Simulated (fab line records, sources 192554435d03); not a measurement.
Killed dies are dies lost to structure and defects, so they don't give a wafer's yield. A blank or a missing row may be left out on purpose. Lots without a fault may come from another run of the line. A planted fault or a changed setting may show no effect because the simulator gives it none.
Split-lot experiment | flow n5_finfet | 7 lots, 21 wafers read, on a route of 1938 steps

THE SPLIT
At N5_BEOL_M13_EXPOSE_07 (exposes mask V12), the setting dose_mj was moved away from the recipe's 24.8 on 7 of the 21 wafers read, by -2.9% to +6.2%. The other wafers ran this setting at the recipe's value.

FROM THE SPLIT TO THE READING: what the file shows between them, 3 steps
- N5_BEOL_M13_PEB_08: peb time 90 s
- N5_BEOL_M13_DEVELOP_09: develop time 45 s
- N5_BEOL_M13_HARDBAKE_14: time 120 s

THE READING
cd_nm, in nm, at N5_BEOL_M13_CD_MEAS_10 (target cd 190 nm). Fault-free wafers of this fab line usually give 189.8 nm, standard deviation 1.5 nm.

wafer  | tool, chamber at the split | dose_mj as run | against the recipe | cd_nm, nm | against lot-mates on the recipe
L081.1 | krf_scanner-02, 0          | 24.8           | recipe             | 191.2     | -
L081.3 | krf_scanner-02, 0          | 26             | +4.8%              | 194.7     | +3.1
L081.4 | krf_scanner-02, 0          | 24.8           | recipe             | 191.9     | -
L080.1 | krf_scanner-01, 0          | 24.8           | recipe             | 192.3     | -
L080.2 | krf_scanner-01, 0          | 25.67          | +3.5%              | 196.0     | +3.3
L080.5 | krf_scanner-01, 0          | 24.8           | recipe             | 193.1     | -
L091.2 | krf_scanner-01, 0          | 24.8           | recipe             | 189.5     | -
L091.5 | krf_scanner-01, 0          | 24.8           | recipe             | 189.2     | -
L091.6 | krf_scanner-01, 0          | 24.8           | recipe             | 189.8     | -
L090.1 | krf_scanner-02, 0          | 24.8           | recipe             | 189.6     | -
L090.5 | krf_scanner-02, 0          | 24.8           | recipe             | 190.0     | -
L090.6 | krf_scanner-02, 0          | 24.1           | -2.8%              | 186.0     | -3.8
L093.2 | krf_scanner-02, 0          | 24.29          | -2.1%              | 187.1     | -2.4
L093.5 | krf_scanner-02, 0          | 24.29          | -2.1%              | 185.9     | -3.6
L093.6 | krf_scanner-02, 0          | 24.8           | recipe             | 189.5     | -
L096.1 | krf_scanner-02, 0          | 24.8           | recipe             | 190.5     | -
L096.2 | krf_scanner-02, 0          | 24.8           | recipe             | 188.4     | -
L096.3 | krf_scanner-02, 0          | 24.09          | -2.9%              | 187.1     | -2.3
L097.2 | krf_scanner-02, 0          | 24.8           | recipe             | 191.1     | -
L097.4 | krf_scanner-02, 0          | 24.8           | recipe             | 187.4     | -
L097.6 | krf_scanner-02, 0          | 26.34          | +6.2%              | 196.9     | +7.7

THE FIT
A straight line over all 21 wafers: cd_nm changes by +1.22 nm for each +1% of dose_mj; r = +0.88; the points scatter about the line by 1.5 nm.
The same after taking each lot's own level away (the mean of its wafers on the recipe; 21 wafers): +1.06 nm for each +1%; r = +0.93; scatter 0.97 nm.
On that fit, the largest move of dose_mj shifts the reading by 6.6 nm.
The lots' own levels span 189.25 to 192.70 nm, that is 2.3 times the standard deviation above.
So the lot-to-lot level changes the slope: the two fits differ.
Check: with one of the wafers moved furthest among these (+6.2%) left out of the fit, the line predicts +5.58 nm for it against its lot-mates. It came out at +7.65 nm against them.

THE FILE'S OWN FIT
cd_nm changes by +1.03 nm for each +1% of dose_mj, r = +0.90.
